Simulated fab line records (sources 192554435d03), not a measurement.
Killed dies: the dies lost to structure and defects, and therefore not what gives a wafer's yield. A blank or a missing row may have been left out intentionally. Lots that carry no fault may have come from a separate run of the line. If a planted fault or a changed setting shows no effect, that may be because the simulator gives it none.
fab line records	flow n5_finfet
[record] lots = 10	wafers = 29	last_day = 17
route steps=1938 shown BEOL_M4@1060 TV_OPEN@1888 PASSIVATION@1929
lots that met no fault: from a run of the same line without faults
start_h: the number of hours between the record's first day and the start of the first shown wafer of the lot	wait_h: hours elapsed since this lot's preceding step	" identical to the entry in the row above	L1.1+2: several wafers, shown together as one row	- no value, or no start given	* or withheld: withheld	< > ~ a bound
route shown NAME@n: NAME is a module with steps in the file, n the number in the route of the first one	usual: mean and standard deviation over wafers with no fault	same: alike in all rows	chamber/n: place in a boat	sites: per-site readings	_std_site: standard deviation across them	_edge_site: mean of outer sites minus mean of inner sites	radius_mm: how far each site lies from the wafer's centre	mask NAME#n: copy n	behind: the tool/chamber that last shaped the wafer	hold: cause of the lot's hold/its duration in hours/its outcome	device: transistor that didn't switch, given as n, p or np	end of line: at the end of the route, the tests of the same wafers	a step with no rows: only its recipe	killed: the dies lost at the first sort to structure and to defects; this is not the yield of the wafer	map: per-die view of a wafer (x killed, . not killed, _ where there is no die)
set.NAME: setting as actually run; set.NAME@STEP: the setting as run at that earlier step	model.NAME: the simulator's own value behind a step, which no gauge read
route steps across a sampled set of lots; one table per step, one row per wafer
services: the hour from which a tool's chamber was out of use, counted from the record's first day as start_h (under 0 if before that day), plus the number of hours and why
[[steps]]
[step N5_BEOL_M4_ETCH_77]
[recipe] chemistry = N2/H2	target = underlayer	target_depth_a = 65	mask_material = CAR-EUV	time_s = 5.2	ion_energy_ev = 200	pressure_mtorr = 30	source_w = 840	bias_w = 150	n2_flow_sccm = 200	h2_flow_sccm = 200	ends = cleared
[usual] drypump_motor_current_A = 5.6/0.42	etch_rf_on_time_s = 5.21/0.16	oes_product_au = 0.69/0.075	rf_vpp_V = 525/3.1	showerhead_plenum_p_Torr = 2.57/0.098	throttle_valve_pct = 17.8/0.38
lot.wafer	tool	chamber	start_h	wait_h	drypump_motor_current_A	etch_rf_on_time_s	oes_product_au	rf_hours_counter_h	rf_vpp_V	showerhead_plenum_p_Torr	throttle_valve_pct
L396.1	rie_diel-05	0	155.80	0.0	4.7	5.16	0.75	32	527	2.60	17.4
L396.5	"	3	"	"	6.3	5.10	0.79	-	523	2.46	17.1
L396.6	"	0	"	"	4.7	5.21	0.75	-	525	2.60	17.4
L397.3	rie_diel-03	0	163.66	0.0	5.5	5.42	0.61	177	523	2.43	18.4
L397.4	"	3	"	"	5.4	5.51	0.68	-	527	2.66	17.5
L397.6	"	2	"	"	6.0	4.87	0.79	-	527	2.68	17.3
L398.3	rie_diel-01	0	170.98	0.0	5.8	5.23	0.81	6	523	2.59	17.8
L398.5	"	0	"	"	5.8	5.21	0.81	-	526	2.59	17.8
L400.1	rie_diel-05	3	181.88	0.0	6.3	5.12	0.78	25	523	2.46	17.1
L400.3	"	2	"	"	5.8	5.16	0.57	233	524	2.48	17.9
L400.5	"	3	"	"	6.3	5.14	0.77	-	523	2.46	17.1
L403.1	rie_diel-03	3	213.01	0.0	5.4	5.45	0.67	97	526	2.65	17.5
L403.3	"	0	"	"	5.5	5.29	0.60	194	518	2.42	18.4
L403.6	"	1	"	"	5.0	4.88	0.80	-	527	2.73	17.8
L405.1	rie_diel-03	2	214.89	0.0	6.0	4.92	0.75	50	525	2.67	17.4
L405.2	"	0	"	"	5.5	5.37	0.60	194	517	2.42	18.4
L405.3	"	3	"	"	5.4	5.44	0.66	97	527	2.65	17.6
L406.2	rie_diel-05	3	236.86	0.0	6.3	5.18	0.75	43	522	2.45	17.1
L406.4	"	0	"	"	4.7	5.26	0.71	60	524	2.59	17.5
L406.5	"	2	"	"	5.8	5.23	0.58	-	520	2.48	18.0
L409.1	rie_diel-03	0	245.39	0.0	5.5	5.33	0.59	206	520	2.42	18.5
L409.2	"	1	"	"	5.0	4.94	0.77	22	527	2.72	17.8
L409.5	"	0	"	"	5.5	5.27	0.60	-	519	2.42	18.5
L412.2	rie_diel-05	0	254.04	0.0	4.7	5.28	0.71	67	526	2.58	17.5
L412.5	"	3	"	"	6.3	5.28	0.73	-	523	2.45	17.1
L412.6	"	0	"	"	4.7	5.28	0.70	-	525	2.58	17.5
L416.3	rie_diel-03	1	291.06	0.0	5.0	5.04	0.74	37	527	2.71	17.8
L416.4	"	3	"	"	5.4	5.49	0.64	123	529	2.64	17.6
L416.5	"	3	"	"	5.4	5.44	0.65	-	527	2.64	17.6
[step N5_PASSIVATION_VIA_ETCH_13]
[recipe] chemistry = CHF3/O2	target = SiO2	target_depth_a = 6600	CHF3_flow_sccm = 50	O2_flow_sccm = 5	Ar_flow_sccm = 200	time_s = 330	mask_material = PR	pressure_mtorr = 30	source_w = 650	bias_w = 170	ion_energy_ev = 200	ends = cleared
[usual] CHF3_flow_sccm = 50.01/0.15	drypump_motor_current_A = 5.5/0.39	etch_rf_on_time_s = 235/7	oes_f_703_au = 0.82/0.079	oes_product_au = 0.74/0.074	rf_vpp_V = 532/15	showerhead_plenum_p_Torr = 2.40/0.072	throttle_valve_pct = 18.90/0.16
lot.wafer	tool	chamber	start_h	wait_h	CHF3_flow_sccm	drypump_motor_current_A	etch_rf_on_time_s	oes_f_703_au	oes_product_au	rf_hours_counter_h	rf_vpp_V	showerhead_plenum_p_Torr	throttle_valve_pct
L396.1	rie_diel-06	1	263.27	0.0	49.87	5.4	231	0.83	0.73	86	530	2.35	19.12
L396.5	"	2	"	"	50.07	6.1	234	0.76	0.70	-	532	2.38	18.75
L396.6	"	1	"	"	50.00	5.4	232	0.83	0.73	-	530	2.35	19.13
L397.3	rie_diel-04	3	271.74	0.0	50.00	5.4	232	0.71	0.63	225	519	2.49	19.10
L397.4	"	1	"	"	49.85	5.0	240	0.92	0.87	2	554	2.36	18.70
L397.6	"	3	"	"	50.14	5.4	234	0.72	0.63	-	518	2.49	19.10
L398.3	rie_diel-06	2	293.32	0.0	50.17	6.1	227	0.76	0.68	163	531	2.37	18.77
L398.5	"	2	"	"	50.26	6.1	233	0.75	0.68	-	530	2.37	18.78
L400.1	rie_diel-02	0	296.13	0.0	49.88	4.7	225	0.91	0.88	13	535	2.40	18.97
L400.3	"	3	"	"	49.81	5.7	232	0.86	0.77	76	524	2.51	18.98
L400.5	"	2	"	"	50.14	5.8	238	0.92	0.79	-	517	2.37	18.64
L403.1	rie_diel-02	2	313.24	0.0	50.03	5.8	225	0.90	0.80	53	517	2.37	18.66
L403.3	"	3	"	"	49.92	5.7	234	0.85	0.75	81	525	2.50	19.01
L403.6	"	2	"	"	50.22	5.8	227	0.90	0.79	-	518	2.37	18.66
L405.1	rie_diel-04	0	313.77	0.0	50.04	5.7	238	0.79	0.73	90	540	2.35	18.86
L405.2	"	2	"	"	50.09	5.7	239	0.71	0.63	204	515	2.29	18.84
L405.3	"	3	"	"	49.93	5.4	238	0.71	0.62	236	517	2.49	19.11
L406.2	rie_diel-02	1	365.82	0.0	50.00	6.0	220	0.94	0.89	2	559	2.36	18.68
L406.4	"	3	"	"	50.00	5.7	235	0.83	0.73	99	523	2.50	19.02
L406.5	"	2	"	"	50.17	5.8	232	0.88	0.76	-	516	2.36	18.70
L409.1	rie_diel-06	2	372.66	0.0	50.00	6.1	221	0.74	0.66	182	530	2.37	18.80
L409.2	"	1	"	"	50.15	5.4	223	0.79	0.72	118	528	2.33	19.18
L409.5	"	1	"	"	50.03	5.4	222	0.80	0.72	-	528	2.33	19.19
L412.2	rie_diel-02	1	374.34	0.0	50.28	6.0	228	0.92	0.88	4	558	2.36	18.67
L412.5	"	0	"	"	50.08	4.8	234	0.88	0.81	-	534	2.39	18.99
L412.6	"	3	"	"	49.94	5.7	245	0.83	0.72	-	523	2.50	19.03
L416.3	rie_diel-04	3	404.91	0.0	50.03	5.4	242	0.97	0.85	8	519	2.48	18.88
L416.4	"	0	"	"	49.84	5.7	248	0.76	0.70	120	541	2.34	18.93
L416.5	"	1	"	"	49.93	5.0	245	0.82	0.77	-	553	2.35	18.78
[step N5_PASSIVATION_PASS_ETCH_47]
[recipe] chemistry = CF4/O2	target = SiNx	target_depth_a = 7700	time_s = 385	ion_energy_ev = 100	pressure_mtorr = 40	source_w = 535	bias_w = 49	Ar_flow_sccm = 100	cf4_flow_sccm = 100	O2_flow_sccm = 10
[usual] cf4_flow_sccm = 100.03/0.28	drypump_motor_current_A = 5.5/0.44	oes_f_703_au = 0.81/0.082	oes_product_au = 0.81/0.07	rf_vpp_V = 242/7.3	showerhead_plenum_p_Torr = 2.24/0.079	throttle_valve_pct = 15.86/0.19
lot.wafer	tool	chamber	start_h	wait_h	cf4_flow_sccm	drypump_motor_current_A	oes_f_703_au	oes_product_au	rf_hours_counter_h	rf_vpp_V	showerhead_plenum_p_Torr	throttle_valve_pct
L396.1	rie_diel-03	0	266.75	0.0	99.48	5.5	0.67	0.70	213	239	2.10	16.33
L396.5	"	2	"	"	100.19	6.0	0.85	0.84	-	248	2.32	15.63
L396.6	"	3	"	"	100.37	5.5	0.75	0.77	-	252	2.30	15.85
L397.3	rie_diel-03	2	275.32	0.0	100.22	6.0	0.84	0.84	72	247	2.32	15.63
L397.4	"	1	"	"	100.53	4.9	0.91	0.87	-	247	2.34	15.77
L397.6	"	2	"	"	100.29	6.0	0.85	0.84	-	246	2.32	15.61
L398.3	rie_diel-03	1	299.82	0.0	100.54	5.0	0.90	0.86	41	245	2.33	15.78
L398.5	"	1	"	"	100.44	5.0	0.89	0.86	-	246	2.33	15.77
L400.1	rie_diel-03	2	301.15	0.0	99.86	6.0	0.83	0.82	85	247	2.32	15.64
L400.3	"	3	"	"	100.11	5.4	0.75	0.76	128	250	2.30	15.87
L400.5	"	1	"	"	100.08	5.0	0.89	0.85	-	245	2.33	15.79
L403.1	rie_diel-05	2	316.94	0.0	99.93	5.7	1.03	1.00	3	231	2.15	15.70
L403.3	"	0	"	"	99.57	4.7	0.83	0.83	80	235	2.24	15.69
L403.6	"	1	"	"	100.40	5.6	0.75	0.76	-	254	2.12	16.03
L405.1	rie_diel-01	0	317.13	0.0	99.49	5.8	0.82	0.84	62	237	2.24	15.89
L405.2	"	2	"	"	99.66	5.9	0.87	0.86	53	238	2.33	15.94
L405.3	"	3	"	"	100.03	5.6	0.73	0.73	163	243	2.19	15.73
L406.2	rie_diel-05	2	368.99	0.0	100.35	5.8	0.98	0.94	19	232	2.14	15.71
L406.4	"	1	"	"	100.08	5.6	0.74	0.74	171	254	2.11	16.06
L406.5	"	0	"	"	99.99	4.7	0.81	0.79	-	235	2.23	15.72
L409.1	rie_diel-01	0	376.37	0.0	100.11	5.8	0.80	0.81	83	238	2.23	15.93
L409.2	"	3	"	"	100.39	5.6	0.71	0.72	183	243	2.19	15.74
L409.5	"	2	"	"	99.92	5.9	0.84	0.83	-	237	2.32	16.03
L412.2	rie_diel-03	2	377.54	0.0	100.21	6.0	0.80	0.79	112	247	2.31	15.71
L412.5	"	1	"	"	99.78	5.0	0.85	0.82	-	246	2.32	15.83
L412.6	"	2	"	"	100.22	6.0	0.80	0.80	-	248	2.31	15.69
L416.3	rie_diel-03	2	408.42	0.0	100.02	6.0	0.79	0.79	124	246	2.30	15.72
L416.4	"	3	"	"	99.78	5.4	0.71	0.72	-	251	2.28	15.95
L416.5	"	1	"	"	99.93	5.0	0.83	0.81	-	243	2.32	15.87
[step N5_PASSIVATION_PROBE_49]
[usual] defect_limited_yield = 91.0/1.4	killed_at_M0_to_M3 = 35/10	killed_at_M4_up = 14/5.5	killed_at_contacts = 13/5.6	killed_at_front_end = 41/11	killed_at_other = 4/3.4	killed_dies = 106/16	killed_open = 68/12	killed_short = 35/7.3	sort_bin_4_leakage = 0.3/2.1	sort_bin_5_function = 5.3/0.89	sort_bin_6_memory = 3.4/0.67	sort_n_pass = 1070/28	sort_yield_pct = 90.7/2.4
[same] gross_dies = 1180	killed_at_back_side = 0	sort_bin_8_speed[%] = 0
lot.wafer	tool	chamber	start_h	wait_h	defect_limited_yield[%]	killed_at_M0_to_M3	killed_at_M4_up	killed_at_contacts	killed_at_front_end	killed_at_other	killed_dies	killed_open	killed_short	sort_bin_4_leakage[%]	sort_bin_5_function[%]	sort_bin_6_memory[%]	sort_n_pass	sort_yield_pct[%]
L396.1	prober-02	-	269.75	0.0	91.7	26	22	6	38	6	98	57	38	0	4.9	2.8	1082	91.7
L396.5	prober-02	-	269.95	0.2	92.0	23	15	1	44	11	94	54	34	0	4.2	3.3	1086	92.0
L396.6	prober-02	-	270.00	0.3	90.3	38	17	11	43	5	114	80	28	0	5.6	4.0	1066	90.3
L397.3	prober-01	-	278.83	0.1	90.7	38	11	11	38	12	110	71	34	0	5.3	3.3	1070	90.7
L397.4	prober-01	-	278.88	0.2	92.5	26	15	12	35	1	89	65	22	0	4.7	2.5	1091	92.5
L397.6	prober-01	-	278.98	0.3	90.3	48	19	5	39	3	114	70	31	0	5.3	3.3	1066	90.3
L398.3	prober-01	-	303.50	0.1	90.0	39	10	25	42	2	118	82	35	0	6.3	3.4	1062	90.0
L398.5	prober-01	-	303.60	0.2	88.9	31	15	12	67	6	131	91	40	0	6.7	4.1	1049	88.9
L400.1	prober-02	-	304.63	0.0	91.4	34	18	24	25	1	102	65	34	0	5.2	3.3	1078	91.4
L400.3	prober-02	-	304.73	0.1	91.0	38	11	14	35	8	106	68	37	0.3	5.0	3.4	1071	90.8
L400.5	prober-02	-	304.83	0.2	90.8	40	16	9	43	0	108	78	28	0	6.2	3.0	1072	90.8
L403.1	prober-01	-	319.95	0.0	91.9	54	6	5	24	6	95	57	29	0	4.7	2.9	1085	91.9
L403.3	prober-01	-	320.05	0.1	90.6	52	12	14	22	11	111	77	31	0	4.4	4.7	1069	90.6
L403.6	prober-01	-	320.20	0.3	90.4	40	21	12	28	12	113	72	34	0	6.1	3.1	1067	90.4
L405.1	prober-01	-	320.67	0.0	89.3	42	21	6	56	1	126	94	30	0	7.0	3.5	1054	89.3
L405.2	prober-01	-	320.72	0.1	91.2	39	23	11	30	1	104	76	24	0	5.6	3.1	1076	91.2
L405.3	prober-01	-	320.77	0.1	89.3	26	20	14	64	2	126	83	38	0	5.8	4.5	1054	89.3
L406.2	prober-02	-	372.05	0.1	89.3	33	24	14	55	0	126	88	33	0.3	5.5	4.5	1051	89.1
L406.4	prober-02	-	372.15	0.2	91.1	37	12	18	35	3	105	70	30	0	4.8	3.4	1075	91.1
L406.5	prober-02	-	372.20	0.2	90.9	21	21	17	44	4	107	77	25	0	5.2	3.6	1073	90.9
L409.1	prober-02	-	379.38	0.0	92.2	32	10	7	39	4	92	59	31	0	4.9	2.6	1088	92.2
L409.2	prober-02	-	379.43	0.1	90.8	31	12	14	51	1	109	60	44	0	5.9	2.6	1071	90.8
L409.5	prober-02	-	379.58	0.2	92.0	27	7	12	44	4	94	58	33	0	4.0	3.6	1086	92.0
L412.2	prober-02	-	380.61	0.1	87.3	54	15	24	51	6	150	93	52	0	7.5	4.6	1030	87.3
L412.5	prober-02	-	380.76	0.2	79.7	51	141	15	28	4	239	68	35	0	11.9	4.7	941	79.7
L412.6	prober-02	-	380.81	0.3	90.3	37	22	17	36	3	115	72	37	0	5.6	4.0	1065	90.3
L416.3	prober-02	-	411.54	0.1	90.4	27	7	14	63	2	113	63	40	0	5.3	3.3	1067	90.4
L416.4	prober-02	-	411.59	0.2	91.4	35	13	21	32	1	102	61	40	0	4.7	3.5	1078	91.4
L416.5	prober-02	-	411.64	0.2	89.4	38	20	22	39	6	125	80	43	0	6.0	4.0	1055	89.4
// killed by level:class
L396.1 STI_FIN_REVEAL:geometric_particle:open=14 BEOL_M4:geometric_particle:open=13 STI_FIN_REVEAL:geometric_particle:short=7 BEOL_M0_SAQP:geometric_particle:short=7 GATE_CUT:geometric_particle:short=6 MOL_CONTACT_COAG:geometric_particle:open=4 BEOL_M0_SAQP:geometric_particle:open=4 BEOL_M1:geometric_particle:open=4
L396.5 STI_FIN_REVEAL:geometric_particle:open=14 BEOL_M0_SAQP:geometric_particle:open=6 FIN_SAQP:geometric_particle:short=5 DUMMY_GATE:geometric_particle:open=5 BEOL_M1:geometric_particle:open=5 BEOL_M3:geometric_particle:open=5 STI_FIN_REVEAL:geometric_particle:short=4 GATE_CUT:geometric_particle:short=4
L396.6 STI_FIN_REVEAL:geometric_particle:open=17 BEOL_M3:geometric_particle:open=12 BEOL_M4:geometric_particle:open=11 MOL_CONTACT_COAG:geometric_particle:open=7 BEOL_M0_SAQP:geometric_particle:open=7 BEOL_M1:geometric_particle:open=6 GATE_CUT:geometric_particle:short=5 BEOL_M0_SAQP:geometric_particle:short=5
L397.3 BEOL_M2:geometric_particle:open=15 MOL_CONTACT_COAG:geometric_particle:open=10 FIN_SAQP:geometric_particle:open=9 BEOL_M3:geometric_particle:open=9 FIN_SAQP:geometric_particle:short=7 MIM_TOP_ETCH:geometric_particle:short=7 GATE_CUT:geometric_particle:short=5 STI_FIN_REVEAL:geometric_particle:open=4
L397.4 MOL_CONTACT_COAG:geometric_particle:open=11 BEOL_M2:geometric_particle:open=9 DUMMY_GATE:geometric_particle:open=6 GATE_CUT:geometric_particle:open=6 GATE_CUT:geometric_particle:short=6 FIN_SAQP:geometric_particle:short=5 STI_FIN_REVEAL:geometric_particle:open=4 BEOL_M0_SAQP:geometric_particle:open=4
L397.6 BEOL_M2:geometric_particle:open=12 BEOL_M1:geometric_particle:open=9 HKMG_FIN:area_etch=8 FIN_SAQP:geometric_particle:short=7 GATE_CUT:geometric_particle:open=7 BEOL_M3:geometric_particle:open=7 BEOL_M5:geometric_particle:open=7 FIN_SAQP:geometric_particle:open=6
L398.3 MOL_CONTACT_COAG:geometric_particle:open=19 BEOL_M2:geometric_particle:open=12 STI_FIN_REVEAL:geometric_particle:open=11 BEOL_M3:geometric_particle:open=8 BEOL_M2:geometric_particle:short=7 FIN_SAQP:geometric_particle:short=6 MOL_CONTACT_COAG:geometric_particle:short=6 FIN_SAQP:geometric_particle:open=5
L398.5 STI_FIN_REVEAL:geometric_particle:open=25 FIN_SAQP:geometric_particle:short=10 BEOL_M2:geometric_particle:open=8 BEOL_M5:geometric_particle:open=8 FIN_SAQP:geometric_particle:open=7 DUMMY_GATE:geometric_particle:open=7 MOL_CONTACT_COAG:geometric_particle:open=7 BEOL_M0_SAQP:geometric_particle:open=7
L400.1 MOL_CONTACT_COAG:geometric_particle:open=19 BEOL_M0_SAQP:geometric_particle:open=7 BEOL_M0_SAQP:geometric_particle:short=7 STI_FIN_REVEAL:geometric_particle:open=6 BEOL_M2:geometric_particle:open=6 BEOL_M4:geometric_particle:open=6 FIN_SAQP:geometric_particle:short=5 FIN_SAQP:geometric_particle:open=4
L400.3 MOL_CONTACT_COAG:geometric_particle:open=11 BEOL_M2:geometric_particle:open=11 FIN_SAQP:geometric_particle:short=9 BEOL_M0_SAQP:geometric_particle:open=8 STI_FIN_REVEAL:geometric_particle:open=7 BEOL_M1:geometric_particle:open=7 BEOL_M2:geometric_particle:short=6 GATE_CUT:geometric_particle:short=5
L400.5 BEOL_M1:geometric_particle:open=14 BEOL_M4:geometric_particle:open=10 MOL_CONTACT_COAG:geometric_particle:open=8 STARTING-WAFER:geometric_particle:open=8 BEOL_M2:geometric_particle:open=8 FIN_SAQP:geometric_particle:open=7 FIN_SAQP:geometric_particle:short=6 STI_FIN_REVEAL:geometric_particle:open=6
L403.1 BEOL_M0_SAQP:geometric_particle:short=13 BEOL_M3:geometric_particle:open=8 DUMMY_GATE:geometric_particle:open=7 BEOL_M0_SAQP:geometric_particle:open=7 BEOL_M1:geometric_particle:open=6 BEOL_M2:geometric_particle:open=5 BEOL_M2:area_expose=4 FIN_SAQP:geometric_particle:open=3
L403.3 BEOL_M0_SAQP:geometric_particle:open=15 MOL_CONTACT_COAG:geometric_particle:open=13 BEOL_M0_SAQP:geometric_particle:short=11 BEOL_M2:geometric_particle:open=10 BEOL_M3:geometric_particle:open=7 DUMMY_GATE:geometric_particle:open=5 PAD_METAL:geometric_particle:open=5 STARTING-WAFER:geometric_particle:short=5
L403.6 MOL_CONTACT_COAG:geometric_particle:open=9 BEOL_M2:geometric_particle:open=9 BEOL_M0_SAQP:geometric_particle:open=8 STI_FIN_REVEAL:geometric_particle:open=7 BEOL_M1:geometric_particle:open=7 BEOL_M0_SAQP:geometric_particle:short=6 BEOL_M4:geometric_particle:open=5 PASS1_CAP:geometric_particle:open=4
L405.1 FIN_SAQP:geometric_particle:open=19 BEOL_M4:geometric_particle:open=11 BEOL_M1:geometric_particle:open=10 STI_FIN_REVEAL:geometric_particle:open=9 BEOL_M0_SAQP:geometric_particle:open=8 GATE_CUT:geometric_particle:short=7 BEOL_M0_SAQP:geometric_particle:short=7 FIN_SAQP:geometric_particle:short=6
L405.2 BEOL_M4:geometric_particle:open=13 MOL_CONTACT_COAG:geometric_particle:open=9 BEOL_M1:geometric_particle:open=8 FIN_SAQP:geometric_particle:open=7 BEOL_M3:geometric_particle:open=7 BEOL_M0_SAQP:geometric_particle:short=6 FIN_SAQP:geometric_particle:short=5 GATE_CUT:geometric_particle:open=5
L405.3 FIN_SAQP:geometric_particle:open=18 STI_FIN_REVEAL:geometric_particle:open=12 MOL_CONTACT_COAG:geometric_particle:open=9 BEOL_M4:geometric_particle:open=9 FIN_SAQP:geometric_particle:short=8 DUMMY_GATE:geometric_particle:open=7 BEOL_M1:geometric_particle:open=6 MOL_CONTACT_COAG:geometric_particle:short=5
L406.2 FIN_SAQP:geometric_particle:open=13 MOL_CONTACT_COAG:geometric_particle:open=13 BEOL_M4:geometric_particle:open=12 BEOL_M2:geometric_particle:open=10 FIN_SAQP:geometric_particle:short=8 BEOL_M0_SAQP:geometric_particle:short=6 STI_FIN_REVEAL:geometric_particle:open=5 STARTING-WAFER:geometric_particle:open=5
L406.4 BEOL_M1:geometric_particle:open=16 MOL_CONTACT_COAG:geometric_particle:open=15 BEOL_M0_SAQP:geometric_particle:short=8 STI_FIN_REVEAL:geometric_particle:open=7 DUMMY_GATE:geometric_particle:open=5 BEOL_M4:geometric_particle:open=5 BEOL_M3:geometric_particle:open=4 HKMG_FIN:area_etch=4
L406.5 MOL_CONTACT_COAG:geometric_particle:open=12 BEOL_M4:geometric_particle:open=11 DUMMY_GATE:geometric_particle:open=10 STI_FIN_REVEAL:geometric_particle:open=9 BEOL_M0_SAQP:geometric_particle:open=5 MOL_CONTACT_COAG:geometric_particle:short=4 BEOL_M0_SAQP:geometric_particle:short=4 BEOL_M2:geometric_particle:open=4
L409.1 FIN_SAQP:geometric_particle:short=12 BEOL_M1:geometric_particle:open=11 BEOL_M0_SAQP:geometric_particle:open=6 BEOL_M2:geometric_particle:open=6 DUMMY_GATE:geometric_particle:open=5 MOL_CONTACT_COAG:geometric_particle:open=5 STARTING-WAFER:geometric_particle:open=5 GATE_CUT:geometric_particle:short=4
L409.2 GATE_CUT:geometric_particle:short=15 MOL_CONTACT_COAG:geometric_particle:open=11 STI_FIN_REVEAL:geometric_particle:open=9 BEOL_M0_SAQP:geometric_particle:open=7 FIN_SAQP:geometric_particle:short=6 FIN_SAQP:geometric_particle:open=5 BEOL_M0_SAQP:geometric_particle:short=5 BEOL_M2:geometric_particle:open=5
L409.5 GATE_CUT:geometric_particle:short=11 STI_FIN_REVEAL:geometric_particle:open=10 MOL_CONTACT_COAG:geometric_particle:open=8 DUMMY_GATE:geometric_particle:open=6 BEOL_M1:geometric_particle:open=5 STARTING-WAFER:geometric_particle:short=4 GATE_CUT:geometric_particle:open=4 BEOL_M0_SAQP:geometric_particle:short=4
L412.2 BEOL_M0_SAQP:geometric_particle:short=19 MOL_CONTACT_COAG:geometric_particle:open=18 BEOL_M0_SAQP:geometric_particle:open=16 FIN_SAQP:geometric_particle:open=14 BEOL_M2:geometric_particle:open=13 FIN_SAQP:geometric_particle:short=9 BEOL_M4:geometric_particle:open=8 MOL_CONTACT_COAG:geometric_particle:short=6
L412.5 BEOL_M4:unspecified=129 BEOL_M0_SAQP:geometric_particle:short=18 MOL_CONTACT_COAG:geometric_particle:open=13 BEOL_M0_SAQP:geometric_particle:open=11 BEOL_M2:geometric_particle:open=7 BEOL_M4:geometric_particle:open=6 BEOL_M1:geometric_particle:open=6 HKMG_FIN:area_etch=5
L412.6 MOL_CONTACT_COAG:geometric_particle:open=15 BEOL_M0_SAQP:geometric_particle:open=11 BEOL_M2:geometric_particle:open=9 FIN_SAQP:geometric_particle:short=8 BEOL_M0_SAQP:geometric_particle:short=8 BEOL_M4:geometric_particle:open=7 STI_FIN_REVEAL:geometric_particle:open=6 FIN_SAQP:geometric_particle:open=4
L416.3 FIN_SAQP:geometric_particle:short=18 MOL_CONTACT_COAG:geometric_particle:open=12 BEOL_M3:geometric_particle:open=8 FIN_SAQP:geometric_particle:open=7 STI_FIN_REVEAL:geometric_particle:open=7 HKMG_FIN:area_etch=7 DUMMY_GATE:geometric_particle:open=6 BEOL_M0_SAQP:geometric_particle:open=6
L416.4 MOL_CONTACT_COAG:geometric_particle:open=17 FIN_SAQP:geometric_particle:short=14 BEOL_M1:geometric_particle:open=9 BEOL_M3:geometric_particle:open=9 FIN_SAQP:geometric_particle:open=7 BEOL_M0_SAQP:geometric_particle:short=6 BEOL_M4:geometric_particle:short=5 BEOL_M4:geometric_particle:open=5
L416.5 MOL_CONTACT_COAG:geometric_particle:open=15 BEOL_M4:geometric_particle:open=14 FIN_SAQP:geometric_particle:short=12 BEOL_M1:geometric_particle:open=10 BEOL_M3:geometric_particle:open=8 STI_FIN_REVEAL:geometric_particle:open=7 MOL_CONTACT_COAG:geometric_particle:short=7 BEOL_M2:geometric_particle:open=5
[[services]]
tool	chamber	start_h	hours	kind
rie_diel-03	1	157.81	-	clean
rie_diel-03	1	157.81	-	consumable_replace:focus_ring
rie_diel-03	1	157.81	-	consumable_replace:showerhead
rie_diel-03	1	157.81	22.6	scheduled_down
rie_diel-03	1	157.81	22.6	vent_cycle
rie_diel-03	0	167.94	1.8	repair
rie_diel-06	3	176.37	19.3	repair
rie_diel-04	0	222.79	11.3	repair
rie_diel-04	2	228.08	2.4	repair
rie_diel-01	3	233.35	4.4	repair
rie_diel-05	2	248.24	5.7	repair
rie_diel-03	1	260.43	9.6	repair
rie_diel-03	3	273.20	6.0	repair
rie_diel-05	-	280.28	28.1	pm
rie_diel-06	2	299.45	8.1	repair
rie_diel-03	1	316.51	4.1	repair
rie_diel-06	0	337.05	4.8	repair
rie_diel-03	2	343.20	4.2	repair
rie_diel-03	0	353.85	-	clean
rie_diel-03	0	353.85	-	consumable_replace:focus_ring
rie_diel-03	0	353.85	-	consumable_replace:showerhead
rie_diel-03	0	353.85	22.0	scheduled_down
rie_diel-04	2	388.56	11.7	repair
rie_diel-03	0	396.55	16.0	repair
[[key]]
[first_sign] step = N5_PASSIVATION_PROBE_49	reading = killed_at_M4_up	direction = up	sigmas = 23	usual = 14	struck = 141
[effect] step = N5_PASSIVATION_PROBE_49	reading = killed_dies	direction = up	sigmas = 8.1	usual = 106	struck = 239
[more_kills_born_at] N5_BEOL_M4_ETCH_77@rie_diel-05 = 129
met_at N5_BEOL_M4_ETCH_77
struck_lots L412
struck_wafers L412.5
not_acting_at N5_PASSIVATION_VIA_ETCH_13,N5_PASSIVATION_PASS_ETCH_47
onset_between 236.86 254.04
[fault] kind = chamber_particle_source	tool = rie_diel-05	chamber = 3	onset_h = 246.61	steps = N5_BEOL_M4_ETCH_77	rate_per_visit_cm2 = 1.2516
